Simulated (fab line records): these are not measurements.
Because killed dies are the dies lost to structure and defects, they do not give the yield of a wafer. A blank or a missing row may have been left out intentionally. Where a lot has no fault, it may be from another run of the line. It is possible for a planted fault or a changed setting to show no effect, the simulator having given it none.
A struck lot beside a sound one ; flow n5 finfet ; 45 steps out of a route of 1938
Sound: wafers L772.1, L772.5, L772.6. Struck: wafer L769.3; the same lot's L769.6 was not struck, so it is left out; see the end for the cause.
Order at every step that has rows: each side's tool, ch and its chambers, its first start. Under that, the readings that differ: sound wafers ; struck wafers ; difference of the means ; sigmas: that difference in standard deviations of wafers without a fault.
alike: readings with means less than 2 such deviations apart, plus words and numbers identical on both sides. not compared: withheld readings, readings lacking a value on some wafer, bounds such as >300 that could conceal the same value, and numbers that have no deviation in the record and whose values overlap.
The two part at a step that has a row with sigmas, a row that says differs or no value, or rows on one side only. Non-overlapping numbers with no deviation appear without sigmas and do not part them. A reading missing from all wafers of one side parts the sides only when that side holds two or more wafers.

first, 11 steps without rows for these wafers: N5_BEOL_M4_DESCUM_33 (chemistry O2, time 7 s); N5_BEOL_M4_ETCH_77 (etches underlayer in N2/H2, target depth 6.5 nm, time 5.2 s); N5_BEOL_M4_ETCH_69 (etches SiARC in CF4, target depth 15.6 nm, time 26 s); N5_BEOL_M4_ALD_98 (deposits SiO2, target thk 2.5 nm, pulse time 1 s, co reactant pulse time 1 s); N5_BEOL_M4_ETCHBACK_99 (etches SiO2 in CHF3, target depth 5 nm, time 10.4 s); N5_BEOL_M4_ETCH_70 (etches SOC in N2/H2, target depth 80 nm, overetch 24 nm, time 130 s); N5_BEOL_M4_STRIP_71 (strips in N2/H2); N5_BEOL_M4_STRIP_78 (strips in N2/H2); N5_BEOL_M4_VIA_ETCH_34 (etches the open film in C4F6/O2, target depth 69.4 nm, time 65.9 s); N5_BEOL_M4_STRIP_83 (strips in C4F6/O2); N5_BEOL_M4_STRIP_36 (strips in N2/H2).
N5_BEOL_M4_TRENCH_ETCH_37: etches SiOC in C4F6/O2, target depth 55.555 nm, time 29.2 s.
  sound on rie diel-05 ch 1,2, day 14 04:43; struck on rie diel-03 ch 3, day 13 13:46
reading;sound;struck;difference;sigmas
run length s (s);51.3 51.7 52.2;56.2;+4.5;+10
model.BEOL_M4.feature depth nm (nm);58 57.4 56;65;+8;
model.etch.depth nm (nm);57.94 57.38 56.04;64.99;+7.87;
model.TiN_of_BEOL_M4_HM_DEP_02.thk nm (nm);17.6 17.4 17.6;16.8;-0.7;
  alike: drypump motor current A, oes product au, rf fwd power W, rf vpp V, showerhead plenum p Torr, throttle valve pct
  not compared: rf hours counter h
then, 2 steps without rows for these wafers: N5_BEOL_M4_ETCH_41 (etches SiCN in CH3F/O2, target depth 29.9 nm, time 52.5 s); N5_BEOL_M4_STRIP_97 (strips in N2/H2, time 10 s).
N5_BEOL_M4_OCD_MEAS_38:
  sound on ocd-02 at day 14 04:52; struck on ocd-01 at day 13 13:55
reading;sound;struck;difference;sigmas
trench depth nm (nm);58.1 57.4 55.8;65.2;+8.1;+6
then, 25 steps without rows for these wafers: N5_BEOL_M4_HM_STRIP_39 (strips TiN in peroxide tin strip, target depth 25 nm, time 158 s); N5_BEOL_M4_SRD_40 (time 30 s); N5_BEOL_M4_PRECLEAN_42 (cleans in residue remover, time 60 s); N5_BEOL_M4_SRD_43 (time 30 s); N5_BEOL_M4_DEGAS_44 (time 60 s); N5_BEOL_M4_PRE_CLEAN_45 (time 30 s); N5_BEOL_M4_ALD_84 (deposits TaN, pulse time 2 s, purge time 3 s, co reactant purge time 2 s); N5_BEOL_M4_SURFACE_TREAT_85; N5_BEOL_M4_CVD_47 (deposits Co from CCTBA/H2, target thk 3 nm, time 223.8 s); N5_BEOL_M4_SPUTTER_48 (material Cu, target thk 4.5 nm, time 8.29 s); N5_BEOL_M4_ANNEAL_49 (time 240 s); N5_BEOL_M4_SPUTTER_79 (material Cu, target thk 4.5 nm, time 8.29 s); N5_BEOL_M4_ANNEAL_80 (time 240 s); N5_BEOL_M4_SPUTTER_81 (material Cu, target thk 4.5 nm, time 8.29 s); N5_BEOL_M4_ANNEAL_82 (time 240 s); N5_BEOL_M4_SPUTTER_86 (material Cu, target thk 4.5 nm, time 8.29 s); N5_BEOL_M4_ANNEAL_87 (time 240 s); N5_BEOL_M4_SPUTTER_88 (material Cu, target thk 4.5 nm, time 8.29 s); N5_BEOL_M4_ANNEAL_89 (time 240 s); N5_BEOL_M4_SPUTTER_90 (material Cu, target thk 4.5 nm, time 8.29 s); N5_BEOL_M4_ANNEAL_91 (time 240 s); N5_BEOL_M4_SPUTTER_92 (material Cu, target thk 4.5 nm, time 8.29 s); N5_BEOL_M4_ANNEAL_93 (time 240 s); N5_BEOL_M4_SPUTTER_94 (material Cu, target thk 4.5 nm, time 8.29 s); N5_BEOL_M4_ANNEAL_95 (time 240 s).
N5_BEOL_M4_CMP_52: polishes, stops on SiOC, t overpolish 6.8 s, target thk 40 nm.
  sound on cmp-03 ch 0,1, day 14 10:08; struck on cmp-04 ch 2, day 13 18:28
reading;sound;struck;difference;sigmas
model.Cu_of_BEOL_M4_ECD_50.thk nm (nm);43.4 44 41.4;47.2;+4.3;
  alike: barrier field endpoint s, motor current A, overpolish run s, time to endpoint s
N5_BEOL_M4_THK_MEAS_53: measures by xrf.
  sound on film metro-02 at day 14 10:23; struck on film metro-01 at day 13 18:46
  alike: M4_THK
N5_BEOL_M4_RS_MEAS_58: uses a four-point probe to measure.
  sound on film metro-01 at day 14 10:39; struck on film metro-02 at day 13 19:03
  alike: M4_RS
N5_BEOL_M4_RC_MEAS_101:
  sound on prober-02 ch 0, day 14 10:42; struck on prober-02 ch 0, day 13 19:25
  alike: DIBL_N, DIBL_P, IOFF_N, IOFF_P, ION_N, ION_P, SERP_M4, SS_N, SS_P, VT_N, VT_P
then, 1 step without rows for these wafers: N5_PASSIVATION_PROBE_49.

WHERE THEY PART
First at N5_BEOL_M4_TRENCH_ETCH_37; last, within this record, at N5_BEOL_M4_OCD_MEAS_38. Later steps at which nothing parts them and some readings are alike: N5_BEOL_M4_CMP_52, N5_BEOL_M4_THK_MEAS_53, N5_BEOL_M4_RS_MEAS_58, N5_BEOL_M4_RC_MEAS_101.

WHY: whatever the simulator had introduced
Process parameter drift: rie diel-03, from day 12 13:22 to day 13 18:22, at N5_BEOL_M4_TRENCH_ETCH_37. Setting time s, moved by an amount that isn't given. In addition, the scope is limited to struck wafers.
